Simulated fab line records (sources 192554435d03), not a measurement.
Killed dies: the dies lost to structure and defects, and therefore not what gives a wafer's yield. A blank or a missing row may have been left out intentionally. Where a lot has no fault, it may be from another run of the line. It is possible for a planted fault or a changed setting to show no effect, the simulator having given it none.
The tool behind it: which one?    flow n5-finfet    10 lots, 30 wafers sampled, at 5 steps of a route of 1938

== WHAT THE GAUGES SHOWED, per wafer ==
N5_BEOL_M7_THK_MEAS_01. Usual: for M7_ILD_THK the level is 155.1 nm and the standard deviation is 2.1.
lot   measured      on             M7_ILD_THK (nm)    flag
L789  day 9 13:57   film-metro-01  151.2 154.4 152.9  
L791  day 10 08:30  film-metro-01  152.6 155.8 157.3  
L792  day 11 02:10  film-metro-01  154.1 154.5 159.1  
L794  day 11 07:20  film-metro-01  155.4 157.1 159.2  
L795  day 11 11:33  film-metro-02  151.9 156.7 152.7  
L796  day 11 18:23  film-metro-02  150.8 154.1 153.4  
L806  day 14 13:46  film-metro-01  152.9 154.6 154.2  
L805  day 15 04:37  film-metro-02  155.5 156.4 157.0  
L808  day 15 07:59  film-metro-01  154.0 152.1 157.3  
L809  day 16 05:46  film-metro-02  153.0 156.0 156.6  

== WHAT TOOL EACH LOT RAN ON (gives the tool, then ch and the chambers of the sampled wafers, and finally the start) ==
lot   N5_BEOL_M6_ETCH_65                  N5_BEOL_M6_SPUTTER_48         N5_BEOL_M6_ECD_50               N5_BEOL_M6_CMP_52
L789  rie-diel-06 ch 0,1,3, day 9 09:46   pvd-sputter-03, day 9 11:30   ecd-cu-01 ch 0,1, day 9 11:37   cmp-04 ch 0,1,2, day 9 12:58
L791  rie-diel-01 ch 0,1,3, day 10 03:30  pvd-sputter-02, day 10 06:47  ecd-cu-01 ch 0,1, day 10 06:54  cmp-04 ch 2,3, day 10 07:28
L792  rie-diel-06 ch 1,3, day 10 22:17    pvd-sputter-03, day 11 00:06  ecd-cu-02 ch 1, day 11 00:13    cmp-02 ch 1,2, day 11 00:37
L794  rie-diel-01 ch 1,2,3, day 11 01:40  pvd-sputter-02, day 11 03:52  ecd-cu-02 ch 0,1, day 11 03:59  cmp-02 ch 1,2, day 11 04:50
L795  rie-diel-02 ch 2,3, day 11 06:29    pvd-sputter-02, day 11 08:32  ecd-cu-02 ch 0,1, day 11 08:40  cmp-04 ch 0,1,2, day 11 09:10
L796  rie-diel-02 ch 0,1,3, day 11 14:08  pvd-sputter-02, day 11 16:20  ecd-cu-02 ch 0,1, day 11 16:27  cmp-03 ch 1,2, day 11 16:53
L806  rie-diel-02 ch 0,2, day 14 09:20    pvd-sputter-02, day 14 11:58  ecd-cu-01 ch 0,1, day 14 12:05  cmp-02 ch 0,2, day 14 12:40
L805  rie-diel-01 ch 0,1,3, day 15 00:03  pvd-sputter-03, day 15 02:14  ecd-cu-01 ch 0, day 15 02:22    cmp-04 ch 0,1,3, day 15 03:35
L808  rie-diel-02 ch 0,1,2, day 15 03:59  pvd-sputter-01, day 15 06:08  ecd-cu-02 ch 0,1, day 15 06:14  cmp-04 ch 0,2,3, day 15 06:57
L809  rie-diel-06 ch 0,3, day 16 01:35    pvd-sputter-01, day 16 03:44  ecd-cu-01 ch 0,1, day 16 03:51  cmp-03 ch 2,3, day 16 04:29
- N5_BEOL_M6_ETCH_65: etches SiARC in CF4, target depth 15.6 nm, time 26 s.
- N5_BEOL_M6_SPUTTER_48: material Cu, target thk 10 nm, time 1.667 s.
- N5_BEOL_M6_ECD_50: material Cu, target thk 300 nm.
- N5_BEOL_M6_CMP_52: polishes, stops on SiCOH lowk, t overpolish 6.9 s, target thk 80 nm.

== AS READ BY THE TOOLS THEMSELVES (means over the sampled wafers that have a number; for cases with no such wafer, the mark the record gives instead) ==
N5_BEOL_M6_ETCH_65. Usual: chamber-pressure-mTorr is 40.00 mTorr with standard deviation 0.036, drypump-motor-current-A is 5.6 A with standard deviation 0.52, etch-rf-on-time-s is 26.0 s with standard deviation 0.65, oes-product-au is 0.72 a.u. with standard deviation 0.073, rf-vpp-V is 184.1 V with standard deviation 1.2, showerhead-plenum-p-Torr is 2.14 Torr with standard deviation 0.08, and throttle-valve-pct is 15.51 % with standard deviation 0.22.
lot   tool         chamber-pressure-mTorr (mTorr)  drypump-motor-current-A (A)  etch-rf-on-time-s (s)  oes-product-au (a.u.)  rf-vpp-V (V)  showerhead-plenum-p-Torr (Torr)  throttle-valve-pct (%)  flag
L789  rie-diel-06  40.01                           5.2                          25.6                   0.76                   183.8         2.17                             15.31                   
L791  rie-diel-01  39.99                           6.3                          25.8                   0.73                   183.7         2.12                             15.63                   
L792  rie-diel-06  39.98                           5.0                          26.2                   0.69                   184.2         2.13                             15.36                   
L794  rie-diel-01  39.97                           6.0                          25.5                   0.78                   183.9         2.10                             15.46                   
L795  rie-diel-02  40.02                           5.8                          26.4                   0.70                   184.0         2.19                             15.48                   
L796  rie-diel-02  40.01                           5.9                          26.9                   0.66                   184.1         2.12                             15.53                   
L806  rie-diel-02  39.97                           5.5                          26.3                   0.63                   183.7         2.10                             15.70                   
L805  rie-diel-01  39.99                           6.3                          26.2                   0.68                   183.4         2.11                             15.69                   
L808  rie-diel-02  39.98                           5.5                          26.4                   0.69                   183.5         2.18                             15.57                   
L809  rie-diel-06  40.00                           5.4                          25.2                   0.73                   184.6         2.19                             15.40                   

N5_BEOL_M6_SPUTTER_48. Usual: chamber-pressure-pa 0.12997 Pa, standard deviation 0.00025; throttle-valve-pct 29.9 %, standard deviation 1.
lot   tool            chamber-pressure-pa (Pa)  throttle-valve-pct (%)  flag
L789  pvd-sputter-03  0.12997                   30.2                    
L791  pvd-sputter-02  0.13017                   29.0                    
L792  pvd-sputter-03  0.12997                   30.2                    
L794  pvd-sputter-02  0.13011                   28.9                    
L795  pvd-sputter-02  0.13010                   29.1                    
L796  pvd-sputter-02  0.13003                   29.4                    
L806  pvd-sputter-02  0.13002                   29.3                    
L805  pvd-sputter-03  0.13005                   30.7                    
L808  pvd-sputter-01  0.12982                   30.6                    
L809  pvd-sputter-01  0.13001                   31.0                    

N5_BEOL_M6_CMP_52. Usual: motor-current-A 5.8 A, standard deviation 0.56; retaining-ring-pressure-frac 1.000, standard deviation 0.0048; time-to-endpoint-s 61.7 s, standard deviation 2.9.
lot   tool    motor-current-A (A)  retaining-ring-pressure-frac  time-to-endpoint-s (s)  flag
L789  cmp-04  5.4                  0.998                         64.0                    
L791  cmp-04  6.6                  1.003                         65.5                    
L792  cmp-02  6.0                  1.006                         61.7                    
L794  cmp-02  5.9                  1.004                         96.6                    OFF
L795  cmp-04  5.6                  0.999                         81.4                    OFF
L796  cmp-03  6.3                  1.001                         100.1                   OFF
L806  cmp-02  5.9                  1.003                         60.0                    
L805  cmp-04  5.9                  0.998                         63.3                    
L808  cmp-04  6.2                  0.998                         61.1                    
L809  cmp-03  6.4                  1.000                         63.2                    

== THE ANSWER, worked out from the rows above alone ==
Rule: a lot counts as off when the mean over its wafers that have a number is more than 3 standard deviations away from the usual mean. Also off: a lot with no number at a reading for which 4 or more lots have one. All remaining lots with rows at the step are treated as sound. Order of review: gauges by route order, followed by the tools' own readings, for which a lot's mean as printed above is used. The first step at which some lot is off is used, and at that step the reading that is off furthest; a lot without a number counts as furthest.
Off: L794, L795, L796, at N5_BEOL_M6_CMP_52 (time-to-endpoint-s).
If a tool, at that step or one of the process steps before it, ran each lot that is off and ran no sound lot following the first of them, it fits. Not one of the candidates tried fits.

== WHAT HAD BEEN PUT IN BY THE SIMULATOR ==
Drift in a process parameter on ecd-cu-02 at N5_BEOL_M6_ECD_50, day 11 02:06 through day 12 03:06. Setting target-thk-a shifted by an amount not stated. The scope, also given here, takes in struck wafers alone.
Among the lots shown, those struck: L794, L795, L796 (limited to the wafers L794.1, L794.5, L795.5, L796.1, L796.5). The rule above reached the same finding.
